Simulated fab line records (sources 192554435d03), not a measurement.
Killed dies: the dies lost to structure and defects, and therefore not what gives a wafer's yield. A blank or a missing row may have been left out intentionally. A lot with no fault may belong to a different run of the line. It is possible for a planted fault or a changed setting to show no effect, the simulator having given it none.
fab line records    flow n5Finfet    part 2 of 2: steps 25 to 35 of 35
[record] lots = 5  wafers = 15  lastDay = 15
route steps=1938 shown BEOL_M1@823 BEOL_M2@841
lots that met no fault: taken from a fault-free run of the same line
startH: hours from the record's first day to the start of the lot's first wafer shown    waitH: hours elapsed since this lot's preceding step    " the same as in the row above    L1.1+2: several wafers, shown together as one row    - no value, or no start was given    * or withheld: withheld    < > ~ a bound
route shown NAME@n: names a module that has steps shown in the file, with the first one's number in the route    usual: mean and standard deviation over wafers with no fault    same: alike in all rows    chamber/n: place in a boat    sites: readings site by site    _std_site: how widely they spread, as a standard deviation    _edge_site: the outer-site mean with the inner-site mean subtracted    radiusMm: how far each site lies from the wafer's centre    mask NAME#n: copy n    behind: the last tool/chamber to shape the wafer    hold: why the lot went on hold/how many hours it stayed there/how the hold came to an end    device: whichever transistor did not switch (one of n, p or np)    end of line: the route-end tests of the same wafers    step lacking rows: just its recipe    killed: dies lost to structure and defects at the first sort, not the wafer's yield    map: the dies of a wafer, with x for killed, . for not killed, _ for no die there
set.NAME: the run value of the setting; set.NAME@STEP: its run value at that earlier step    model.NAME: the simulator's own value behind a step, which no gauge read
a table for each step, a row for each wafer; lots at some steps of the route
services: a tool's chamber out of use, with start hour (startH, from the record's first day; less than 0 if before it), hours out, and reason
[[steps]]
[step N5_BEOL_M2_COAT_73]
[recipe] resist = underlayer  tempC = 205  timeS = 60  spinRpm = 1500  resistThkNm = 5
[usual] plateTempC = 205.00/0.15
lot.wafer  tool           chamber  startH  waitH  plateTempC
L076.2     lithoTrack-04  0        -       -      205.15
L076.4     "              0        "       "      204.92
L076.6     "              0        "       "      205.04
L078.2     lithoTrack-03  0        -       -      204.84
L078.4     "              0        "       "      204.97
L078.6     "              0        "       "      205.27
L080.1     lithoTrack-04  0        -       -      205.31
L080.3     "              0        "       "      204.95
L080.6     "              0        "       "      205.14
L085.1     lithoTrack-03  0        -       -      205.10
L085.4     "              0        "       "      205.22
L085.5     "              0        "       "      205.27
L089.2     lithoTrack-02  0        -       -      205.28
L089.5     "              0        "       "      204.98
L089.6     "              0        "       "      204.85
[step N5_BEOL_M2_COAT_05]
[recipe] resist = CAR-EUV  spinRpm = 1500  resistThkNm = 30
lot.wafer   tool           chamber  startH  waitH
L076.2+4+6  lithoTrack-04  0        -       -
L078.2+4+6  lithoTrack-03  0        -       -
L080.1+3+6  lithoTrack-04  0        -       -
L085.1+4+5  lithoTrack-03  0        -       -
L089.2+5+6  lithoTrack-02  0        -       -
[step N5_BEOL_M2_EBR_07]
[recipe] solvent = PGMEA  ebrWidthMm = 1.5
lot.wafer   tool           chamber  startH  waitH
L076.2+4+6  lithoTrack-04  0        -       -
L078.2+4+6  lithoTrack-03  0        -       -
L080.1+3+6  lithoTrack-04  0        -       -
L085.1+4+5  lithoTrack-03  0        -       -
L089.2+5+6  lithoTrack-02  0        -       -
[step N5_BEOL_M2_SOFTBAKE_06]
[recipe] tempC = 110  timeS = 60  resist = CAR-EUV
[usual] plateTempC = 110.04/0.12
lot.wafer  tool           chamber  startH  waitH  plateTempC
L076.2     lithoTrack-04  0        -       -      110.01
L076.4     "              0        "       "      109.88
L076.6     "              0        "       "      109.89
L078.2     lithoTrack-03  0        -       -      110.06
L078.4     "              0        "       "      110.05
L078.6     "              0        "       "      110.07
L080.1     lithoTrack-04  0        -       -      110.05
L080.3     "              0        "       "      110.25
L080.6     "              0        "       "      110.19
L085.1     lithoTrack-03  0        -       -      109.98
L085.4     "              0        "       "      110.36
L085.5     "              0        "       "      110.29
L089.2     lithoTrack-02  0        -       -      110.19
L089.5     "              0        "       "      110.06
L089.6     "              0        "       "      109.89
[step N5_BEOL_M2_EXPOSE_08]
[recipe] maskId = M2  na = 0.33  sourceShape = dipole  sigmaInner = 0.369  sigmaOuter = 0.767  polarization = unpolarized  doseMj = 41.25
[same] na = 0.33
lot.wafer   tool           chamber  startH  waitH  mask
L076.2+4+6  euvScanner-01  0        144.44  -      M2#0
L078.2+4+6  euvScanner-02  0        150.00  -      M2#0
L080.1+3+6  euvScanner-01  0        169.70  -      M2#0
L085.1+4+5  euvScanner-01  0        204.89  -      M2#0
L089.2+5+6  euvScanner-02  0        219.10  -      M2#0
[step N5_BEOL_M2_PEB_09]
[recipe] pebTempC = 100  pebTimeS = 60  resist = CAR-EUV
[usual] plateTempC = 99.99/0.13
lot.wafer  tool           chamber  startH  waitH  plateTempC
L076.2     lithoTrack-03  0        144.50  0.1    99.72
L076.4     "              0        "       "      99.96
L076.6     "              0        "       "      99.88
L078.2     lithoTrack-02  0        150.06  0.1    99.86
L078.4     "              0        "       "      100.02
L078.6     "              0        "       "      99.75
L080.1     lithoTrack-03  0        169.76  0.1    100.03
L080.3     "              0        "       "      99.83
L080.6     "              0        "       "      99.98
L085.1     lithoTrack-02  0        204.96  0.1    99.89
L085.4     "              0        "       "      100.10
L085.5     "              0        "       "      99.87
L089.2     lithoTrack-04  0        219.15  0.1    100.07
L089.5     "              0        "       "      99.99
L089.6     "              0        "       "      100.11
[step N5_BEOL_M2_DEVELOP_10]
[recipe] developTimeS = 30  developer = TMAH  resist = CAR-EUV  rinseLiquid = surfactantRinse  dry = airSpin  devTempC = 23
[same] developTimeS = 30
lot.wafer   tool           chamber  startH  waitH
L076.2+4+6  lithoTrack-03  0        -       -
L078.2+4+6  lithoTrack-02  0        -       -
L080.1+3+6  lithoTrack-03  0        -       -
L085.1+4+5  lithoTrack-02  0        -       -
L089.2+5+6  lithoTrack-04  0        -       -
[step N5_BEOL_M2_CD_MEAS_11]
[recipe] targetCdNm = 16.79  landingEnergyEv = 500  detector = seInlens  polarity = opening
[usual] cdNm = 16.83/0.23
lot.wafer  tool      chamber  startH  waitH  cdNm
L076.2     cdSem-03  0        144.56  -      16.98
L076.4     "         0        "       "      16.93
L076.6     "         0        "       "      17.15
L078.2     cdSem-02  0        150.13  -      16.93
L078.4     "         0        "       "      17.19
L078.6     "         0        "       "      16.79
L080.1     cdSem-01  0        169.83  -      16.73
L080.3     "         0        "       "      17.12
L080.6     "         0        "       "      16.96
L085.1     cdSem-01  0        205.02  -      16.65
L085.4     "         0        "       "      16.69
L085.5     "         0        "       "      17.29
L089.2     cdSem-01  0        219.22  -      17.27
L089.5     "         0        "       "      16.69
L089.6     "         0        "       "      16.56
[step N5_BEOL_M2_OVL_MEAS_12]
[recipe] pointsPerWafer = 522
[usual] M2_OVL = 0.0/0.66
lot.wafer  tool        chamber  startH  waitH  M2_OVL[nm]
L076.2     overlay-01  0        144.60  0.0    -0.5
L076.4     "           0        "       "      -1.1
L076.6     "           0        "       "      -0.7
L078.2     overlay-02  0        150.16  0.0    0.1
L078.4     "           0        "       "      0.2
L078.6     "           0        "       "      0.5
L080.1     overlay-02  0        169.86  0.0    0.7
L080.3     "           0        "       "      0.1
L080.6     "           0        "       "      -0.2
L085.1     overlay-01  0        205.05  0.0    0.3
L085.4     "           0        "       "      0.1
L085.5     "           0        "       "      -0.8
L089.2     overlay-01  0        219.26  0.0    0.5
L089.5     "           0        "       "      0.0
L089.6     "           0        "       "      0.6
[step N5_BEOL_M2_INSPECT_13]
[recipe] mode = adi  inspectInstrument = brightfield
[usual] rawDefectCount = 395/92
lot.wafer  tool              chamber  startH  waitH  rawDefectCount
L076.2     defectInspect-02  -        144.65  0.0    360
L076.4     "                 -        "       "      338
L076.6     "                 -        "       "      441
L078.2     defectInspect-02  -        150.22  0.1    335
L078.4     "                 -        "       "      359
L078.6     "                 -        "       "      296
L080.1     defectInspect-02  -        169.92  0.1    516
L080.3     "                 -        "       "      461
L080.6     "                 -        "       "      455
L085.1     defectInspect-01  -        205.11  0.1    436
L085.4     "                 -        "       "      295
L085.5     "                 -        "       "      389
L089.2     defectInspect-01  -        219.31  0.0    465
L089.5     "                 -        "       "      501
L089.6     "                 -        "       "      494
[step N5_BEOL_M2_DESCUM_16]
[recipe] chemistry = O2  timeS = 7  sourcePowerW = 50  biasPowerW = 20  pressureMtorr = 20  rfFrequencyHz = 2.712e+07  tempC = 40  resist = CAR-EUV  o2FlowSccm = 225
[usual] drypumpMotorCurrentA = 5.5/0.54  oesProductAu = 0.81/0.085  rfVppV = 243.0/1.4  showerheadPlenumPTorr = 2.08/0.072  tempC = 40.01/0.12  throttleValvePct = 20.4/0.33
lot.wafer  tool        chamber  startH  waitH  drypumpMotorCurrentA  oesProductAu  rfHoursCounterH  rfVppV  showerheadPlenumPTorr  tempC  throttleValvePct
L076.2     rieDiel-01  1        144.68  0.0    5.0                   0.73          164              241.0   2.03                   40.13  21.1
L076.4     "           0        "       "      4.7                   0.74          189              242.3   2.06                   40.14  20.2
L076.6     "           0        "       "      4.7                   0.74          -                242.4   2.06                   40.04  20.2
L078.2     rieDiel-01  3        150.26  0.0    5.4                   0.90          27               242.1   2.03                   40.21  20.2
L078.4     "           1        "       "      5.0                   0.73          -                241.2   2.03                   39.99  21.1
L078.6     "           0        "       "      4.7                   0.73          -                243.8   2.06                   39.98  20.2
L080.1     rieDiel-06  0        170.25  0.3    5.7                   0.86          56               243.7   2.23                   39.99  20.2
L080.3     "           1        "       "      6.3                   0.94          15               241.1   2.05                   40.30  20.1
L080.6     "           2        "       "      5.6                   0.71          -                244.2   2.16                   40.03  20.9
L085.1     rieDiel-01  2        205.34  0.2    6.2                   0.93          15               243.1   2.13                   39.89  20.2
L085.4     "           0        "       "      4.7                   0.73          211              243.1   2.05                   40.25  20.2
L085.5     "           3        "       "      5.4                   0.88          -                241.8   2.03                   40.14  20.2
L089.2     rieDiel-02  1        219.34  0.0    6.4                   0.77          163              240.9   2.02                   39.92  20.3
L089.5     "           1        "       "      6.3                   0.76          -                242.6   2.02                   39.86  20.3
L089.6     "           0        "       "      5.5                   0.87          -                245.7   2.23                   39.99  20.4
[[services]]
tool           chamber  startH  hours  kind
euvScanner-01  -        123.45  1.0    pm
cmp-03         -        127.15  1.9    repair
rieDiel-01     3        130.35  4.5    repair
pecvd-04       -        130.72  0.6    repair
pecvd-04       0        134.53  2.1    scheduledDown
pecvd-02       -        136.68  2.8    pm
rieDiel-01     -        148.96  0.1    repair
pvdSputter-02  -        153.89  1.6    repair
rieDiel-02     1        158.46  5.5    repair
euvScanner-02  -        159.04  1.0    pm
cmp-01         -        159.94  1.0    repair
euvScanner-01  -        179.60  1.0    pm
euvScanner-02  -        185.52  5.8    pm
euvScanner-01  -        195.35  0.2    repair
pecvd-03       -        196.97  0.5    repair
pecvd-04       2        202.38  -      clean
pecvd-04       2        202.38  -      consumableReplace:showerhead
pecvd-04       2        202.38  29.0   scheduledDown
pecvd-04       2        202.38  29.0   ventCycle
cmp-03         -        203.68  0.3    repair
ecdCu-01       -        204.71  3.2    repair
ecdCu-02       -        209.48  5.5    repair
euvScanner-02  -        215.19  1.0    pm
rieDiel-06     -        215.62  15.6   pm
